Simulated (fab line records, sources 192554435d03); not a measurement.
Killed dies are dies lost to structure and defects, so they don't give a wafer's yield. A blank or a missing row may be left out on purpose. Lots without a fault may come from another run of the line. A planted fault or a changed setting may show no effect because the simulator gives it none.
Split-lot experiment | flow n5_finfet | 7 lots, 21 wafers read, on a route of 1938 steps

THE SPLIT
At N5_BEOL_M7_EXPOSE_08 (exposes mask M7), the setting dose_mj was moved away from the recipe's 68.25 on 10 of the 21 wafers read, by -6.9% to +5.9%. The other wafers ran this setting at the recipe's value.

FROM THE SPLIT TO THE READING: what the file shows between them, 15 steps
- N5_BEOL_M7_PEB_09: peb time 60 s
- N5_BEOL_M7_DEVELOP_10: develop time 30 s
- N5_BEOL_M7_CD_MEAS_11: target cd 38.5 nm
- N5_BEOL_M7_DESCUM_16: chemistry O2, time 7.9 s
- N5_BEOL_M7_ETCH_61: etches SiARC in CF4, target depth 45.5 nm, time 75.8 s
- N5_BEOL_M7_ETCH_62: etches SOC in N2/H2, target depth 110 nm, overetch 22 nm, time 165 s
- N5_BEOL_M7_STRIP_68: strips in N2/H2
- N5_BEOL_M7_STRIP_67: strips in CF4
- N5_BEOL_M7_HM_OPEN_17: chemistry Cl2/BCl3, target TiN, target depth 20 nm, overetch 6 nm
- N5_BEOL_M7_STRIP_19: strips in O2
- N5_BEOL_M7_CD_MEAS_18: pitch 80 nm, target cd 40 nm
- N5_BEOL_M7_COAT_63: time 60 s, resist thk 60 nm
- N5_BEOL_M7_COAT_64: time 60 s, resist thk 12 nm
- N5_BEOL_M7_PRECLEAN_42: cleans in residue remover, time 60 s
- N5_BEOL_M7_SRD_43: time 30 s

THE READING
cd_nm, in nm, at N5_BEOL_M7_CD_MEAS_35 (target cd 40 nm). Fault-free wafers of this fab line usually give 39.9 nm, standard deviation 0.5 nm.

wafer  | tool, chamber at the split | dose_mj as run | against the recipe | cd_nm, nm | against lot-mates on the recipe
L076.2 | arfi_scanner-01, 0         | 68.25          | recipe             | 39.2      | -
L076.3 | arfi_scanner-01, 0         | 69.98          | +2.5%              | 40.6      | +1.4
L076.4 | arfi_scanner-01, 0         | 69.98          | +2.5%              | 40.6      | +1.4
L081.2 | arfi_scanner-02, 0         | 68.25          | recipe             | 40.3      | -
L081.4 | arfi_scanner-02, 0         | 65.92          | -3.4%              | 38.4      | -1.9
L081.5 | arfi_scanner-02, 0         | 65.92          | -3.4%              | 39.0      | -1.3
L080.1 | arfi_scanner-03, 0         | 68.25          | recipe             | 40.4      | -
L080.4 | arfi_scanner-03, 0         | 63.57          | -6.9%              | 36.5      | -3.5
L080.6 | arfi_scanner-03, 0         | 68.25          | recipe             | 39.5      | -
L082.1 | arfi_scanner-03, 0         | 68.25          | recipe             | 40.0      | -
L082.2 | arfi_scanner-03, 0         | 66.33          | -2.8%              | 38.5      | -1.5
L082.6 | arfi_scanner-03, 0         | 66.33          | -2.8%              | 38.9      | -1.1
L088.2 | arfi_scanner-01, 0         | 68.25          | recipe             | 40.4      | -
L088.5 | arfi_scanner-01, 0         | 70.97          | +4.0%              | 41.9      | +1.5
L088.6 | arfi_scanner-01, 0         | 70.97          | +4.0%              | 41.9      | +1.5
L095.2 | arfi_scanner-03, 0         | 68.25          | recipe             | 40.1      | -
L095.3 | arfi_scanner-03, 0         | 68.25          | recipe             | 39.5      | -
L095.4 | arfi_scanner-03, 0         | 68.25          | recipe             | 40.2      | -
L097.2 | arfi_scanner-02, 0         | 68.25          | recipe             | 39.3      | -
L097.4 | arfi_scanner-02, 0         | 72.28          | +5.9%              | 42.6      | +3.6
L097.5 | arfi_scanner-02, 0         | 68.25          | recipe             | 38.8      | -

THE FIT
A straight line over all 21 wafers: cd_nm changes by +0.445 nm for each +1% of dose_mj; r = +0.94; the points scatter about the line by 0.47 nm.
The same after taking each lot's own level away (the mean of its wafers on the recipe; 21 wafers): +0.495 nm for each +1%; r = +0.98; scatter 0.32 nm.
On that fit, the largest move of dose_mj shifts the reading by 3.4 nm.
The lots' own levels span 39.05 to 40.40 nm, that is 2.7 times the standard deviation above.
So the lot-to-lot level changes the slope: the two fits differ.
Check: with one of the wafers moved furthest among these (-6.9%) left out of the fit, the line predicts -3.34 nm for it against its lot-mates. It came out at -3.45 nm against them.

OTHER SPLITS ON THESE WAFERS
These wafers also went through other splits before the reading. Each is held against what the fit with the lots' levels taken away leaves over:
other split on the same wafers | wafers away from the commonest value | r with cd_nm (lot level and that fit taken away)
N5_BEOL_M6_COAT_60 spin_rpm    | 3                                    | -0.15
N5_BEOL_M6_ETCH_41 time_s      | 7                                    | -0.28
N5_BEOL_M7_COAT_05 spin_rpm    | 11                                   | -0.13

THE WHOLE CHAIN: every reading that the file lists as answering this split, in the file's order
step                  | what it does                                                         | reading                                                               | change (the file's fit)               | r (the file's)
N5_BEOL_M7_CD_MEAS_11 | target cd 38.5 nm                                                    | cd_nm                                                                 | +0.496 nm for each +1% of the setting | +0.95
N5_BEOL_M7_ETCH_61    | etches SiARC in CF4, target depth 45.5 nm, time 75.8 s               | BEOL_M7.cd_offset_nm (the simulator's own value, which no gauge read) | +0.503 nm for each +1% of the setting | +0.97
N5_BEOL_M7_ETCH_62    | etches SOC in N2/H2, target depth 110 nm, overetch 22 nm, time 165 s | BEOL_M7.cd_offset_nm (the simulator's own value, which no gauge read) | +0.493 nm for each +1% of the setting | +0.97
N5_BEOL_M7_CD_MEAS_18 | pitch 80 nm, target cd 40 nm                                         | cd_nm                                                                 | +0.511 nm for each +1% of the setting | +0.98
N5_BEOL_M7_CD_MEAS_35 | target cd 40 nm                                                      | cd_nm                                                                 | +0.513 nm for each +1% of the setting | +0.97

THE FILE'S OWN FIT
cd_nm changes by +0.513 nm for each +1% of dose_mj, r = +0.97.
